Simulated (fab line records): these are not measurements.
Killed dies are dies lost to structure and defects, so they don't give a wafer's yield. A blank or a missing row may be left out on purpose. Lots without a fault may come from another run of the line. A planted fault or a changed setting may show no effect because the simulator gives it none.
8D (eight disciplines) problem report, filled in by code :: flow n5-finfet :: the parts of the form that need people (team, actions taken, sign-off) are left out

== 1. WHAT IS WRONG ==
run-length-s at N5_FIN_CUT_CUT_ETCH_26 reads a mean of 94.03 s on 2 wafers of 2 lots; wafers without a fault read 79.08 s with a standard deviation of 0.29. That puts it +52 standard deviations away from the usual mean.
The step: etches SiNx in CH3F/O2, target depth 39 nm, time 55.7 s.
First seen on wafer L292.1, day 6 15:22, on rie-diel-03. Wafers with a number at this step in the record: 16, from 6 lots. Rule for "out" (also "out of limits"): further than 4 standard deviations from the usual mean. Any other wafer with a number is counted as sound.

== 2. WHAT IT IS, WHAT IT ISN'T ==
question: which readings at this step
is: run-length-s
is not: drypump-motor-current-A, oes_ar_750_au, oes_f_703_au, oes-product-au, rf-vpp-V, showerhead-plenum-p-Torr, throttle-valve-pct

question: which lots
is: L292, L295
is not: L278, L282, L284, L287

question: which wafers of those lots
is: L292.1, L295.1
is not: L292.4, L295.4

question: read on which tools
is: rie-diel-03
is not: rie-diel-05

question: when
is: from day 6 15:22
is not: up to then (13 sound wafers); but 1 sound wafer of L295 came after

== 3. WHAT RULES OUT EACH SUSPECT ==
Counting: a tool at a process step up to the reading stays a suspect if it ran every lot that is out. Sound lots after the first of them don't rule it out here, since some wafers of a struck lot are sound.
- rie-diel-03 at N5_FIN_CUT_ETCH_21 (etches SOC in N2/H2, target depth 219 nm, overetch 43.8 nm, time 523.5 s): kept. It ran every lot that is out, first L292 (day 6 15:01); its last sound lot up to then is L287 (day 5 09:14).
- rie-diel-03 at N5_FIN_CUT_CUT_ETCH_26 (etches SiNx in CH3F/O2, target depth 39 nm, time 55.7 s): kept. It ran every lot that is out, first L292 (day 6 15:22); its last sound lot up to then is L287 (day 5 09:35). Its own run-length-s readings are out on those wafers.
- Within rie-diel-03 at N5_FIN_CUT_ETCH_21: the wafers that are out ran in chamber 2; their sound lot-mates ran in chambers 1, 3.
- Within rie-diel-03 at N5_FIN_CUT_CUT_ETCH_26: the wafers that are out ran in chamber 2; their sound lot-mates ran in chambers 1, 3.
The count leaves rie-diel-03 at N5_FIN_CUT_CUT_ETCH_26 and rie-diel-03 at N5_FIN_CUT_ETCH_21.

== 4. THE CAUSE (what the simulator had put in) ==
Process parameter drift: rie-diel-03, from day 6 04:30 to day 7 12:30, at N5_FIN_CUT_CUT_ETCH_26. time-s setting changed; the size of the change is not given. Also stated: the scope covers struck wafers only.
Of the 2 suspects that counting leaves, this tool is one.

== 5. THE EFFECT CHAIN, in route order ==
One row per reading whose mean, taken over the struck wafers that have a number, lies over 3 standard deviations from the usual. Readings are gone through only where the record gives a usual standard deviation; hours: the median, over the lots, of the time from a lot's start at the first step in this table giving one to that lot's start at this step; sigmas: the change measured in usual standard deviations.
hours: 0
step: N5_FIN_CUT_CUT_ETCH_26
reading: run-length-s
usual: 79.08 s
on struck wafers: 94.03
change: +14.95
sigmas: +52
Process steps it contains:
- N5_FIN_CUT_CUT_ETCH_26: etches SiNx in CH3F/O2, target depth 39 nm, time 55.7 s.
Later steps that measure or inspect, where all struck wafers having a row at the step show a number for every such reading and not one has moved that far: N5_BEOL_M4_RC_MEAS_101.

== 6. WHAT WOULD HAVE CAUGHT IT SOONER ==
11 hours passed between the start of the fault at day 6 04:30 and the first reading out of limits in this record, taken at day 6 15:22.
